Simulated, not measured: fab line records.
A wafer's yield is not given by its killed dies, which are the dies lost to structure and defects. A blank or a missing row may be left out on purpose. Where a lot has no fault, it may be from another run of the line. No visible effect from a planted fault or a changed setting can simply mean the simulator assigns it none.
Which tool was responsible? | flow n5-finfet | 24 lots, 72 wafers sampled, at 3 steps of a route of 1938

WHAT THE GAUGES SHOWED, per wafer
N5_BEOL_M12_CD_MEAS_17: target cd 140 nm.
lot  | measured     | on        | cd-nm (nm)
L074 | day 11 08:25 | cd-sem-01 | 141.2 141.2 143.6
L075 | day 11 08:46 | cd-sem-02 | 139.0 139.6 139.4
L077 | day 11 09:02 | cd-sem-01 | 141.3 143.6 140.1
L076 | day 11 10:32 | cd-sem-02 | 141.6 139.6 139.9
L079 | day 12 01:38 | cd-sem-03 | 140.5 140.3 141.4
L080 | day 12 02:57 | cd-sem-02 | 140.9 136.2 140.4
L078 | day 12 03:20 | cd-sem-01 | 139.9 139.5 141.0
L081 | day 12 09:08 | cd-sem-02 | 142.9 145.6 142.3
L082 | day 12 20:47 | cd-sem-02 | 139.4 137.7 138.7
L083 | day 12 22:37 | cd-sem-02 | 142.7 141.4 142.5
L084 | day 13 06:53 | cd-sem-02 | 143.5 140.8 141.2
L086 | day 13 09:21 | cd-sem-02 | 138.0 139.1 142.3
L085 | day 13 16:15 | cd-sem-03 | 141.1 143.1 142.2
L087 | day 14 08:34 | cd-sem-01 | 144.3 140.3 143.3
L090 | day 14 15:39 | cd-sem-03 | 140.3 143.4 144.9
L088 | day 14 15:52 | cd-sem-01 | 142.3 139.0 139.4
L092 | day 14 23:52 | cd-sem-02 | 143.1 141.1 141.5
L089 | day 15 08:22 | cd-sem-02 | 139.8 141.5 138.9
L091 | day 15 09:58 | cd-sem-03 | 143.2 143.7 142.8
L093 | day 15 15:23 | cd-sem-02 | 139.9 142.5 141.5
L094 | day 16 05:35 | cd-sem-03 | 141.6 140.0 141.3
L095 | day 16 06:53 | cd-sem-01 | 143.5 140.0 142.1
L096 | day 16 15:52 | cd-sem-02 | 138.1 139.3 139.8
L097 | day 17 00:25 | cd-sem-03 | 141.2 140.4 141.5

N5_BEOL_M12_CD_MEAS_28: target cd 160.2 nm.
lot  | measured     | on        | cd-nm (nm)
L074 | day 11 08:45 | cd-sem-03 | 161.3 163.2 164.1
L075 | day 11 09:06 | cd-sem-02 | 161.5 160.7 160.9
L077 | day 11 09:22 | cd-sem-03 | 160.2 160.0 160.7
L076 | day 11 10:52 | cd-sem-01 | 162.1 161.3 161.6
L079 | day 12 02:05 | cd-sem-02 | 161.7 160.6 162.1
L080 | day 12 03:24 | cd-sem-03 | 161.1 162.6 162.3
L078 | day 12 03:47 | cd-sem-03 | 160.9 159.7 159.7
L081 | day 12 09:35 | cd-sem-02 | 162.2 160.9 160.3
L082 | day 12 21:08 | cd-sem-02 | 160.9 160.2 162.6
L083 | day 12 22:56 | cd-sem-02 | 161.7 161.1 162.9
L084 | day 13 07:13 | cd-sem-02 | 161.1 160.4 160.3
L086 | day 13 09:48 | cd-sem-02 | 161.0 162.0 161.2
L085 | day 13 16:35 | cd-sem-01 | 163.3 162.5 161.8
L087 | day 14 09:01 | cd-sem-03 | 163.7 160.8 160.7
L090 | day 14 15:59 | cd-sem-02 | 161.7 162.2 162.5
L088 | day 14 16:19 | cd-sem-02 | 161.6 160.8 159.6
L092 | day 15 00:12 | cd-sem-03 | 159.4 160.5 159.7
L089 | day 15 08:41 | cd-sem-01 | 158.1 158.0 161.6
L091 | day 15 10:18 | cd-sem-01 | 159.5 161.2 161.2
L093 | day 15 15:43 | cd-sem-02 | 158.6 161.1 160.6
L094 | day 16 06:02 | cd-sem-02 | 161.7 162.4 160.8
L095 | day 16 07:13 | cd-sem-01 | 164.8 162.0 164.3
L096 | day 16 16:11 | cd-sem-01 | 161.3 162.7 160.8
L097 | day 17 00:52 | cd-sem-01 | 160.4 162.8 161.6

TOOL THAT RAN EACH LOT (tool first, then ch and the chambers of the sampled wafers, then the start)
lot  | N5_BEOL_M11_DEP_56
L074 | pecvd-01 ch 0,1,2, day 11 06:56
L075 | pecvd-02 ch 0,1, day 11 07:09
L077 | pecvd-02 ch 1,2, day 11 07:23
L076 | pecvd-02 ch 0,1, day 11 09:23
L079 | pecvd-01 ch 0,1,2, day 12 00:16
L080 | pecvd-04 ch 0,1, day 12 01:49
L078 | pecvd-02 ch 0,1, day 12 02:02
L081 | pecvd-04 ch 0,1, day 12 07:52
L082 | pecvd-04 ch 0,1,2, day 12 19:32
L083 | pecvd-02 ch 0,1,2, day 12 20:59
L084 | pecvd-01 ch 0,1, day 13 05:44
L086 | pecvd-04 ch 0,2, day 13 08:05
L085 | pecvd-04 ch 0,2, day 13 15:02
L087 | pecvd-02 ch 0,1, day 14 06:55
L090 | pecvd-02 ch 1,2, day 14 14:21
L088 | pecvd-04 ch 0,1, day 14 14:41
L092 | pecvd-04 ch 1,2, day 14 22:44
L089 | pecvd-01 ch 0,2, day 15 07:12
L091 | pecvd-04 ch 0,2, day 15 08:49
L093 | pecvd-02 ch 0,1,2, day 15 14:16
L094 | pecvd-01 ch 1,2, day 16 04:26
L095 | pecvd-01 ch 0,1, day 16 05:40
L096 | pecvd-01 ch 0,1,2, day 16 14:43
L097 | pecvd-02 ch 0,1, day 16 23:01
- N5_BEOL_M11_DEP_56: deposits SiCN from 3MS/NH3, target thk 30 nm, time 10.5 s.

AS READ BY THE TOOLS THEMSELVES (means over the sampled wafers that have a number; for cases with no such wafer, the mark the record gives instead)
N5_BEOL_M11_DEP_56.
lot  | tool     | showerhead-plenum-p-Torr (Torr) | throttle-valve-pct (%)
L074 | pecvd-01 | 4.132                           | 18.1
L075 | pecvd-02 | 4.175                           | 18.8
L077 | pecvd-02 | 4.162                           | 17.0
L076 | pecvd-02 | 4.178                           | 18.7
L079 | pecvd-01 | 4.130                           | 17.8
L080 | pecvd-04 | 4.149                           | 18.5
L078 | pecvd-02 | 4.178                           | 18.8
L081 | pecvd-04 | 4.156                           | 17.6
L082 | pecvd-04 | 4.157                           | 17.9
L083 | pecvd-02 | 4.176                           | 17.8
L084 | pecvd-01 | 4.123                           | 18.1
L086 | pecvd-04 | 4.157                           | 18.2
L085 | pecvd-04 | 4.158                           | 18.8
L087 | pecvd-02 | 4.183                           | 18.7
L090 | pecvd-02 | 4.159                           | 16.7
L088 | pecvd-04 | 4.150                           | 17.7
L092 | pecvd-04 | 4.157                           | 17.0
L089 | pecvd-01 | 4.140                           | 17.7
L091 | pecvd-04 | 4.157                           | 18.2
L093 | pecvd-02 | 4.166                           | 17.8
L094 | pecvd-01 | 4.148                           | 17.7
L095 | pecvd-01 | 4.123                           | 18.1
L096 | pecvd-01 | 4.134                           | 18.0
L097 | pecvd-02 | 4.176                           | 18.7

THE ANSWER, worked out from the rows above alone
Rule: the usual values come from the lots themselves. The widest of any qualifying gaps counts: lots, ordered by their means at a reading, are off when they make up no more than a third of the lots, leave a main group of 4 or more, and stand apart from it by 3 or more times the standard deviation of that group's means. A main group is skipped when, at the precision printed for the reading in the tables above, its means are all equal. Also off: a lot with no number at a reading for which 4 or more lots have one. Any other lot the step has rows for is counted as sound. The gauges are gone through in route order, then the tools' own readings, and for those a lot's mean is taken as printed above. At the first step where some lot is off, the reading lying furthest off is the one used; lots without a number count as furthest.
Across all readings shown, no lot is off: no conclusion can be drawn from this.

WHAT HAD BEEN PUT IN BY THE SIMULATOR
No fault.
